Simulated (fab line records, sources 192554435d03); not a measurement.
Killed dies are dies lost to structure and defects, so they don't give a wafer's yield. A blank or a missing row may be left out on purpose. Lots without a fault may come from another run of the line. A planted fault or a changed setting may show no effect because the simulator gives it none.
Chamber matching | flow n5_finfet | N5_BEOL_M3_STRIP_66 on rie_diel-04: 4 sister chambers
The step strips in CF4. 4 wafers are shown with their chamber, then 8 later ones without.

WAFERS WITH THEIR CHAMBER
wafer  | chamber | drypump_motor_current_A (A)
L079.2 | 1       | 4.7
L083.2 | 3       | 5.5
L084.3 | 2       | 5.4
L088.1 | 0       | 6.4

WAFERS WITHOUT THEIR CHAMBER
wafer  | drypump_motor_current_A (A)
L088.2 | 5.5
L088.4 | 4.7
L091.1 | 4.6
L091.2 | 6.4
L091.4 | 5.4
L092.3 | 4.7
L092.5 | 5.5
L092.6 | 6.4

WHICH CHAMBER EACH WENT THROUGH
wafer  | from the rows above | in truth
L088.2 | 3                   | 3
L088.4 | 1                   | 1
L091.1 | 1                   | 1
L091.2 | 0                   | 0
L091.4 | 2                   | 2
L092.3 | 1                   | 1
L092.5 | 3                   | 3
L092.6 | 0                   | 0
Placed correctly: 8 of 8. Can't be placed from these rows: 0. Placed wrongly: 0.
How it was worked out, from the rows above alone: a wafer's distance from a chamber is the root of the sum, over the readings, of the square of ((its reading less the chamber's mean) divided by the reading's scatter). The wafer belongs to the nearest chamber; if the next one is less than 2 further off, it can't be placed. A chamber's mean is the mean of its shown wafers. The scatter: with one shown wafer a chamber, the root of the mean of the squares of how far each hidden wafer lies from its nearest shown one.
